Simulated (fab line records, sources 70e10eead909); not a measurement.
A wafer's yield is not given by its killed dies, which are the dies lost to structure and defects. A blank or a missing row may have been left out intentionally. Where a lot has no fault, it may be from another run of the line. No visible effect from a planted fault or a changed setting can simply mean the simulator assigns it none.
Which of the tools did it? / flow nand harc / 12 lots, 36 wafers sampled, at 3 steps of a route of 1159

WHAT EACH GAUGE READ, for each wafer
NHARC_P_CONTACT_INSPECT_14.
lot=L074; measured=day 5 13:43; on=defect inspect-02; raw defect count=5 5 3
lot=L077; measured=day 6 06:17; on=defect inspect-02; raw defect count=3 2 5
lot=L079; measured=day 6 18:21; on=defect inspect-01; raw defect count=2 4 2
lot=L081; measured=day 7 11:14; on=defect inspect-02; raw defect count=1 3 6
lot=L083; measured=day 8 00:53; on=defect inspect-02; raw defect count=6 3 4
lot=L085; measured=day 8 06:12; on=defect inspect-02; raw defect count=8 1 0
lot=L087; measured=day 8 21:53; on=defect inspect-01; raw defect count=5 7 0
lot=L089; measured=day 9 00:48; on=defect inspect-01; raw defect count=0 4 3
lot=L091; measured=day 9 14:25; on=defect inspect-02; raw defect count=5 3 3
lot=L093; measured=day 10 15:52; on=defect inspect-01; raw defect count=5 4 7
lot=L095; measured=day 10 21:17; on=defect inspect-01; raw defect count=3 2 4
lot=L097; measured=day 11 07:55; on=defect inspect-01; raw defect count=5 10 4

TOOL THAT RAN EACH LOT (tool first, then ch and the chambers of the sampled wafers, then the start)
lot=L074; NHARC_P_STI_ETCH_42=rie diel-11 ch 1,2,3, day 2 16:18; NHARC_P_GATE_RTA_80=rtp anneal-02 ch 0, day 5 11:19
lot=L077; NHARC_P_STI_ETCH_42=rie diel-11 ch 0,2, day 3 04:16; NHARC_P_GATE_RTA_80=rtp anneal-02 ch 0, day 6 03:54
lot=L079; NHARC_P_STI_ETCH_42=rie diel-11 ch 0,1, day 3 19:28; NHARC_P_GATE_RTA_80=rtp anneal-01 ch 0, day 6 15:58
lot=L081; NHARC_P_STI_ETCH_42=rie diel-03 ch 0,1,2, day 4 05:22; NHARC_P_GATE_RTA_80=rtp anneal-01 ch 0, day 7 08:50
lot=L083; NHARC_P_STI_ETCH_42=rie diel-05 ch 0,1,3, day 4 17:47; NHARC_P_GATE_RTA_80=rtp anneal-01 ch 0, day 7 22:27
lot=L085; NHARC_P_STI_ETCH_42=rie diel-03 ch 0,1, day 5 02:17; NHARC_P_GATE_RTA_80=rtp anneal-01 ch 0, day 8 03:49
lot=L087; NHARC_P_STI_ETCH_42=rie diel-05 ch 0,1,2, day 5 17:14; NHARC_P_GATE_RTA_80=rtp anneal-02 ch 0, day 8 19:40
lot=L089; NHARC_P_STI_ETCH_42=rie diel-11 ch 1,2,3, day 6 02:07; NHARC_P_GATE_RTA_80=rtp anneal-01 ch 0, day 8 22:34
lot=L091; NHARC_P_STI_ETCH_42=rie diel-05 ch 0,1,2, day 6 17:06; NHARC_P_GATE_RTA_80=rtp anneal-01 ch 0, day 9 11:47
lot=L093; NHARC_P_STI_ETCH_42=rie diel-03 ch 2,3, day 7 09:07; NHARC_P_GATE_RTA_80=rtp anneal-02 ch 0, day 10 13:10
lot=L095; NHARC_P_STI_ETCH_42=rie diel-03 ch 0,1,2, day 7 17:59; NHARC_P_GATE_RTA_80=rtp anneal-01 ch 0, day 10 18:49
lot=L097; NHARC_P_STI_ETCH_42=rie diel-05 ch 0,2,3, day 8 07:28; NHARC_P_GATE_RTA_80=rtp anneal-02 ch 0, day 11 05:32
- NHARC_P_STI_ETCH_42: etches the open film in N2/H2, target depth 80 nm, overetch 24 nm, time 61 s.
- NHARC_P_GATE_RTA_80: time 30 s.

THE ANSWER, worked out from the rows above alone
Rule: usual is defined by the lots themselves. Put in order of their means at a reading, lots are off if they are a third of the lots or fewer, leave a main group of 4 or more, and stand apart from it by a gap of 3 or more times the standard deviation of the main group's means; of several such gaps the widest counts. A main group is skipped when, at the precision printed for the reading in the tables above, its means are all equal. Also off: a lot with no number at a reading for which 4 or more lots have one. All remaining lots with rows at the step are treated as sound.
No lot is off on any of the readings shown, so nothing can be concluded from this.

WHAT THE SIMULATOR PUT IN
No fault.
